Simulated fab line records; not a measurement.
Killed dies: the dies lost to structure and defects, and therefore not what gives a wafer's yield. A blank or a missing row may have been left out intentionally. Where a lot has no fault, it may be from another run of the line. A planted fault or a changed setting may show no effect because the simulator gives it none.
fab line records | flow nandHarc
record: lots: 6 wafers: 18 lastDay: 24
route steps=1159 shown A_ZERO_WELL@403 A_SOURCE_PLATE@413 END@1159
lots that met no fault: taken from a fault-free run of the same line
startH: hours from the record's opening day to when the first of the lot's shown wafers began | waitH: hours from the lot's prior step to this one | " identical to the entry in the row above | L1.1+2: a row that stands for several wafers | - no value, or no start given | * or withheld: withheld | < > ~ a bound
route shown NAME@n: NAME is a module with steps in the file, n the number in the route of the first one | usual: mean/standard deviation of fault-free wafers | same: alike in all rows | chamber/n: place in a boat | sites: readings site by site | _std_site: standard deviation of those values | _edge_site: the outer-site mean with the inner-site mean subtracted | radiusMm: for every site, how far away it sits from the centre of the wafer | mask NAME#n: copy n | behind: the most recent tool/chamber to have shaped the wafer | hold: reason for holding the lot/hours on hold/outcome of the hold | device: the n, p or np transistor that did not switch | end of line: tests run on the same wafers once the route is complete | step lacking rows: just its recipe | killed: dies that structure and defects cost at the first sort, which is not the same as the wafer's yield | map: dies across one wafer; x = killed, . = not, _ = none there
set.NAME: the setting as run; set.NAME@STEP: as run at that earlier step | model.NAME: the simulator's own value behind a step, which no gauge read
certain route steps with their lots: each step a table, each wafer a row
services: a tool's chamber out of use, with start hour (startH, from the record's first day; less than 0 if before it), hours out, and reason
== steps ==
step: NHARC_A_ZERO_WELL_DESCUM_12
recipe: timeS: 3 o2FlowSccm: 200 arFlowSccm: 0 biasPowerW: 0 chemistry: O2
usual: drypumpMotorCurrentA: 5.7/0.43 oesProductAu: 0.996/0.011 rfVppV: 57.8/0.85 showerheadPlenumPTorr: 1.91/0.071 throttleValvePct: 11.311/0.0093
columns lot.wafer tool chamber startH waitH drypumpMotorCurrentA oesProductAu rfHoursCounterH rfVppV showerheadPlenumPTorr throttleValvePct
L970.3 rieDiel-05 1 155.65 - 5.2 0.988 12 58.7 1.97 11.312
L970.4 " 3 " " 5.9 0.998 11 58.6 2.00 11.308
L970.5 " 0 " " 5.3 1.006 - 58.3 1.94 11.306
L971.3 rieDiel-01 2 171.56 - 5.6 0.989 2 57.9 1.80 11.322
L971.1 " 1 " " 5.4 0.994 2 57.9 1.83 11.312
L971.5 " 3 " " 6.3 0.991 - 56.9 1.95 11.312
L972.3 rieDiel-05 1 173.52 - 5.2 0.991 0 58.2 1.97 11.317
L972.4 " 1 " " 5.2 0.987 - 58.7 1.97 11.315
L972.5 " 3 " " 6.0 1.016 - 58.5 2.00 11.317
L974.2 rieDiel-07 0 179.03 - 6.4 1.008 8 58.4 1.92 11.310
L974.4 " 1 " " 5.4 1.002 8 59.1 2.02 11.306
L974.5 " 0 " " 6.4 1.015 - 57.8 1.92 11.327
L982.4 rieDiel-05 0 230.21 - 5.3 0.983 3 58.3 1.93 11.301
L982.5 " 1 " " 5.1 0.977 - 57.9 1.97 11.312
L982.6 " 2 " " 6.4 0.983 - 58.2 1.85 11.309
L986.4 rieDiel-01 0 247.95 - 5.6 0.997 12 57.1 1.87 11.315
L986.3 " 1 " " 5.3 1.007 11 56.0 1.82 11.322
L986.6 " 1 " " 5.3 1.011 - 56.7 1.82 11.302
step: NHARC_A_ZERO_WELL_ETCH_19
recipe: targetDepthA: 800 overetchA: 240 timeS: 87.88 ionEnergyEv: 200 n2FlowSccm: 150 h2FlowSccm: 150 arFlowSccm: 0 rfW: 400 biasW: 150 chemistry: N2/H2
usual: drypumpMotorCurrentA: 5.7/0.42 oesProductAu: 0.997/0.012 rfVppV: 430.4/2.2 showerheadPlenumPTorr: 2.04/0.077 throttleValvePct: 14.173/0.0095
columns lot.wafer tool chamber startH waitH drypumpMotorCurrentA oesProductAu rfHoursCounterH rfVppV showerheadPlenumPTorr throttleValvePct
L970.3 rieDiel-05 2 155.74 0.1 6.4 1.007 11 427.7 1.97 14.156
L970.4 " 3 " " 6.0 1.004 11 433.6 2.14 14.166
L970.5 " 1 " " 5.1 0.985 - 431.6 2.10 14.178
L971.3 rieDiel-01 3 171.65 0.1 6.2 0.990 3 432.1 2.08 14.179
L971.1 " 0 " " 5.6 0.982 3 429.0 2.00 14.170
L971.5 " 1 " " 5.4 1.002 - 428.6 1.94 14.188
L972.3 rieDiel-05 2 173.63 0.1 6.4 0.997 0 429.0 1.97 14.167
L972.5 " 2 " " 6.4 0.985 - 428.8 1.97 14.156
L972.4 " 3 " " 5.9 1.000 - 433.4 2.14 14.184
L974.2 rieDiel-07 0 179.12 0.1 6.4 1.007 8 431.0 2.05 14.188
L974.4 " 2 " " 5.8 0.995 7 432.7 2.12 14.168
L974.5 " 0 " " 6.5 1.009 - 432.0 2.05 14.180
L982.4 rieDiel-05 0 230.27 0.1 5.3 0.978 3 431.5 2.06 14.155
L982.6 " 0 " " 5.4 0.986 - 430.0 2.06 14.163
L982.5 " 1 " " 5.2 0.966 - 432.5 2.10 14.160
L986.3 rieDiel-01 3 248.05 0.1 6.2 0.989 12 432.0 2.08 14.168
L986.4 " 0 " " 5.6 0.986 12 428.4 1.99 14.176
L986.6 " 2 " " 5.6 0.997 - 426.2 1.91 14.164
step: NHARC_A_ZERO_WELL_ETCH_13
recipe: targetDepthA: 1200 timeS: 40.1 hbrFlowSccm: 150 cl2FlowSccm: 50 rfW: 400 icpW: 400 biasW: 100 chemistry: HBr/Cl2
usual: drypumpMotorCurrentA: 5.8/0.38 heBacksideLeakSccm: 2.72/0.18 oesProductAu: 1.006/0.0093 throttleValvePct: 26.406/0.0095
columns lot.wafer tool chamber startH waitH drypumpMotorCurrentA heBacksideLeakSccm oesProductAu rfHoursCounterH throttleValvePct
L970.4 rieSi-01 0 155.85 - 5.7 2.72 1.013 0.1 26.407
L970.3 " 2 " " 5.9 2.53 1.020 0.1 26.415
L970.5 " 1 " " 5.8 2.71 1.008 - 26.399
L971.3 rieSi-06 2 171.77 - 5.3 3.02 1.000 1.2 26.400
L971.1 " 0 " " 5.5 2.62 1.010 1.0 26.398
L971.5 " 2 " " 5.3 2.95 0.997 - 26.407
L972.3 rieSi-01 1 173.76 - 5.8 2.79 1.012 0.2 26.410
L972.4 " 3 " " 5.3 2.65 1.007 0.3 26.427
L972.5 " 1 " " 5.8 2.79 1.019 - 26.396
L974.2 rieSi-01 0 179.24 - 5.7 2.79 1.019 0.3 26.414
L974.4 " 1 " " 5.8 2.75 1.020 0.3 26.391
L974.5 " 0 " " 5.7 2.74 1.021 - 26.409
L982.4 rieSi-01 1 230.41 - 5.8 2.78 0.996 0.6 26.419
L982.5 " 3 " " 5.3 2.81 0.995 - 26.406
L982.6 " 0 " " 5.7 2.76 1.012 - 26.402
L986.3 rieSi-05 0 248.17 - 5.9 2.62 1.015 0.0 26.399
L986.4 " 1 " " 6.1 3.03 1.008 0.0 26.401
L986.6 " 0 " " 5.9 2.56 1.008 - 26.418
step: NHARC_A_ZERO_WELL_STRIP_14
recipe: timeS: 900 tempC: 130 chemistry: SPM
step: NHARC_A_ZERO_WELL_IMPLANT_15
recipe: energyKev: 150 doseCm2: 1e+13 tiltDeg: 7
step: NHARC_A_ZERO_WELL_PRECLEAN_22
recipe: timeS: 60 tempC: 50 bathAgeMin: 0 chemistry: SC1
step: NHARC_A_ZERO_WELL_SRD_23
step: NHARC_A_ZERO_WELL_RTA_16
recipe: tempC: 1000 timeS: 10
usual: lampPowerPct: 33.4/1.8 wafer_temp_C_max: 1003.4/1
columns lot.wafer tool chamber startH waitH lampPowerPct wafer_temp_C_max
L970.3 rtpAnneal-02 0 156.83 - 31.4 1004.1
L970.4 " 0 " " 31.5 1003.4
L970.5 " 0 " " 31.4 1003.3
L971.1 rtpAnneal-01 0 172.66 - 35.0 1004.0
L971.3 " 0 " " 34.9 1003.5
L971.5 " 0 " " 35.0 1003.2
L972.3 rtpAnneal-02 0 174.72 - 31.5 1001.9
L972.4 " 0 " " 31.5 1002.4
L972.5 " 0 " " 31.5 1002.0
L974.2 rtpAnneal-01 0 180.19 - 35.0 1002.9
L974.4 " 0 " " 34.9 1004.8
L974.5 " 0 " " 35.0 1004.6
L982.4 rtpAnneal-01 0 231.39 - 35.0 1003.3
L982.5 " 0 " " 34.9 1004.0
L982.6 " 0 " " 35.0 1003.3
L986.3 rtpAnneal-02 0 249.11 - 31.4 1003.2
L986.4 " 0 " " 31.4 1002.8
L986.6 " 0 " " 31.4 1002.8
step: NHARC_A_ZERO_WELL_INSPECT_17
usual: rawDefectCount: 9/5.2
columns lot.wafer tool chamber startH waitH rawDefectCount
L970.3 defectInspect-01 - 156.97 0.1 7
L970.4 " - " " 7
L970.5 " - " " 11
L971.1 defectInspect-01 - 172.86 0.2 12
L971.3 " - " " 5
L971.5 " - " " 8
L972.3 defectInspect-01 - 174.87 0.1 17
L972.4 " - " " 14
L972.5 " - " " 15
L974.2 defectInspect-02 - 180.36 0.1 8
L974.4 " - " " 8
L974.5 " - " " 6
L982.4 defectInspect-02 - 231.50 0.1 9
L982.5 " - " " 10
L982.6 " - " " 2
L986.3 defectInspect-01 - 249.26 0.1 14
L986.4 " - " " 12
L986.6 " - " " 20
step: NHARC_A_SOURCE_PLATE_PRECLEAN_00
recipe: timeS: 60 chemistry: HF-LAST
step: NHARC_A_SOURCE_PLATE_SRD_01
step: NHARC_A_SOURCE_PLATE_OXIDE_02
recipe: targetThkA: 100 tempC: 900 oxTimeS: 1362 material: SiO2
usual: oxTempC: 900.0/0.41 oxTimeS: 1362/0 tubeCenterTempC: 900/0.081 zonePowerTopPct: 33.7/0.43
columns lot.wafer tool chamber startH waitH oxTempC oxTimeS tubeCenterTempC zonePowerTopPct
L970.3 furnace-03 0 157.25 - 899.9 1362 900.07 32.8
L970.4 " 0 " " 900.1 1362 900.08 33.6
L970.5 " 0 " " 899.7 1362 900.13 33.7
L971.1 furnace-05 0 176.91 - 899.3 1362 899.94 34.3
L971.3 " 0 " " 900.0 1362 900.04 34.3
L971.5 " 0 " " 900.1 1362 899.99 34.5
L972.3 furnace-05 - 176.91 - - - - -
L972.4 " - " " - - - -
L972.5 " - " " - - - -
L972.3 furnace-05 0 180.81 0.3 900.2 1362 899.9 33.9
L972.4 " 0 " " 899.9 1362 900.06 34.4
L972.5 " 0 " " 899.9 1362 900.05 34.0
L974.2 furnace-03 0 183.73 - 899.7 1362 899.93 33.9
L974.4 " 0 " " 899.9 1362 899.97 33.6
L974.5 " 0 " " 899.5 1362 900.06 33.5
L974.2 furnace-03 0 190.30 2.9 899.4 1362 900 32.6
L974.4 " 0 " " 900.1 1362 900.04 33.6
L974.5 " 0 " " 899.7 1362 899.92 33.2
L982.4 furnace-05 0 234.56 - 900.3 1362 900.06 34.2
L982.5 " 0 " " 900.3 1362 899.91 34.4
L982.6 " 0 " " 900.4 1362 899.99 34.1
L986.3 furnace-03 0 252.62 - 900.3 1362 899.99 33.9
L986.4 " 0 " " 900.3 1362 899.98 33.9
L986.6 " 0 " " 900.1 1362 899.88 33.0
step: NHARC_A_SOURCE_PLATE_THK_MEAS_09
recipe: thkMeasGauge: ellipsometry
usual: thkNm: 9.7/0.89
columns lot.wafer tool chamber startH waitH thkNm
L970.3 filmMetro-02 - 161.33 0.4 10.2
L970.4 " - " " 11.0
L970.5 " - " " 10.8
L971.1 filmMetro-01 - 180.91 0.4 9.6
L971.3 " - " " 11.4
L971.5 " - " " 10.3
L972.3 filmMetro-02 - 185.15 0.7 13.8
L972.4 " - " " 15.3
L972.5 " - " " 16.8
L974.2 filmMetro-01 - 194.69 0.7 15.8
L974.4 " - " " 16.8
L974.5 " - " " 14.5
L982.4 filmMetro-02 - 238.55 0.4 8.4
L982.5 " - " " 10.1
L982.6 " - " " 10.7
L986.3 filmMetro-02 - 256.68 0.4 8.5
L986.4 " - " " 11.3
L986.6 " - " " 9.5
step: NHARC_A_SOURCE_PLATE_PVD_04
recipe: targetThkA: 500 material: WSi2
step: NHARC_END_SORT_01
recipe: tempC: 25
usual: killedAtArray: 29/9.4 killedAtOther: 0.7/1.3 killedAtPeriphery: 2.9/2.1 killedDies: 32/9 killedOpen: 3.3/1.8 killedShort: 1.9/1.4
same: grossDies: 677
columns lot.wafer tool chamber startH waitH killedAtArray killedAtOther killedAtPeriphery killedDies killedOpen killedShort
L974.2 prober-02 0 496.27 2.8 19 0 1 20 2 1
L974.4 prober-02 0 497.85 3.4 22 0 2 24 3 3
L974.5 prober-02 0 498.64 3.7 23 0 3 26 3 1
L972.5 prober-02 0 506.46 3.7 20 0 4 24 3 1
L986.3 prober-02 0 572.91 3.1 28 0 1 29 3 1
L986.4 prober-02 0 573.71 3.4 26 0 1 27 3 0
L986.6 prober-02 0 575.31 4.0 41 0 2 43 4 2
killed by level:class
L974.2 A_CHANNEL_HOLE_D1:chamberFilmFlake=8 A_CONTACT:chamberFilmFlake=6 P_CONTACT:geometricParticle:open=1 A_SGD_CUT:geometricParticle:short=1 A_M1:geometricParticle:open=1 A_ZERO_WELL:chamberFilmFlake=1 A_CHANNEL_FILL_D1:chamberFilmFlake=1 A_STAIRCASE:chamberFilmFlake=1
L974.4 A_CHANNEL_HOLE_D1:chamberFilmFlake=11 A_CONTACT:chamberFilmFlake=3 A_ONON_D1:geometricParticle:open=2 A_STAIRCASE:chamberFilmFlake=2 P_M0:geometricParticle:open=1 A_SOURCE_PLATE:geometricParticle:short=1 A_SGD_CUT:geometricParticle:short=1 A_WL_FILL:geometricParticle:short=1
L974.5 A_CHANNEL_HOLE_D1:chamberFilmFlake=14 A_CONTACT:chamberFilmFlake=5 A_CHANNEL_FILL_D1:geometricParticle:open=2 P_CONTACT:geometricParticle:open=1 P_CONTACT:geometricParticle:short=1 P_ZERO_WELL:chamberFilmFlake=1 A_STAIRCASE:chamberFilmFlake=1 A_SLIT:chamberFilmFlake=1
L972.5 A_CHANNEL_HOLE_D1:chamberFilmFlake=6 A_STAIRCASE:chamberFilmFlake=5 A_ZERO_WELL:chamberFilmFlake=3 P_ZERO_WELL:chamberFilmFlake=2 A_ONON_D1:geometricParticle:short=1 A_ONON_D1:geometricParticle:open=1 A_SGD_CUT:geometricParticle:open=1 A_M0:geometricParticle:open=1
L986.3 A_CHANNEL_HOLE_D1:chamberFilmFlake=23 P_GATE:geometricParticle:open=1 A_CONTACT:geometricParticle:open=1 A_M1:geometricParticle:short=1 A_M1:geometricParticle:open=1 A_STAIRCASE:chamberFilmFlake=1 A_CONTACT:chamberFilmFlake=1
L986.4 A_CHANNEL_HOLE_D1:chamberFilmFlake=14 A_CONTACT:chamberFilmFlake=5 A_STAIRCASE:chamberFilmFlake=2 A_WL_FILL:chamberFilmFlake=2 P_GATE:geometricParticle:open=1 A_CHANNEL_HOLE_D1:geometricParticle:open=1 A_CONTACT:geometricParticle:open=1 A_ZERO_WELL:chamberFilmFlake=1
L986.6 A_CHANNEL_HOLE_D1:chamberFilmFlake=30 A_ZERO_WELL:chamberFilmFlake=3 A_CONTACT:chamberFilmFlake=3 A_CONTACT:geometricParticle:short=2 P_STI:geometricParticle:open=1 P_M0:geometricParticle:open=1 A_CHANNEL_FILL_D1:geometricParticle:open=1 A_WL_FILL:geometricParticle:open=1
== services ==
columns tool chamber startH hours kind
rieDiel-01 - 137.80 9.0 pm
rieSi-06 1 140.27 4.4 repair
rieDiel-05 0 142.70 - clean
rieDiel-05 1 142.70 - clean
rieDiel-05 2 142.70 - clean
rieDiel-05 3 142.70 - clean
rieDiel-05 2 146.92 5.3 repair
rieSi-06 - 150.20 0.3 repair
rieDiel-05 - 163.60 9.0 pm
rieDiel-05 0 163.60 16.9 ventCycle
rieDiel-05 1 163.60 9.0 ventCycle
rieDiel-05 2 163.60 9.0 ventCycle
rieDiel-05 3 163.60 9.0 ventCycle
rieSi-05 0 172.59 3.8 repair
rieDiel-05 1 172.60 - clean
rieDiel-05 2 172.60 - clean
rieSi-06 - 183.00 9.0 pm
rieDiel-01 - 183.09 0.4 repair
rieDiel-01 1 205.92 7.1 repair
rieSi-06 1 214.00 2.2 repair
rieDiel-07 0 220.31 14.3 repair
rieDiel-05 3 223.78 5.4 repair
rieDiel-07 - 228.20 9.0 pm
rieSi-05 - 239.00 9.0 pm
== key ==
firstSign: step: NHARC_A_SOURCE_PLATE_OXIDE_02 reading: visit direction: added
effect: step: NHARC_A_SOURCE_PLATE_OXIDE_02 reading: toolRecord direction: missing
effect: step: NHARC_A_SOURCE_PLATE_THK_MEAS_09 reading: thkNm direction: up sigmas: 6.5 usual: 9.7 struck: 15.5
metAt NHARC_A_SOURCE_PLATE_OXIDE_02
struckWafers L972.3,L972.4,L972.5,L974.2,L974.4,L974.5
testerLeftOut L972,L974
fault: kind: repeatedStepWhole tool: furnace-03,furnace-05 chamber: - onsetH: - steps: NHARC_A_SOURCE_PLATE_OXIDE_02 times: 1 scope: struckLotsOnly
testerLeftOut: of these lots the tester's yield and bins aren't shown, on N5 and GAA mostly nor the transistor test; their killed dies are dies lost to structure and defects alone, not to doping, threshold or leakage, so they don't give the yield
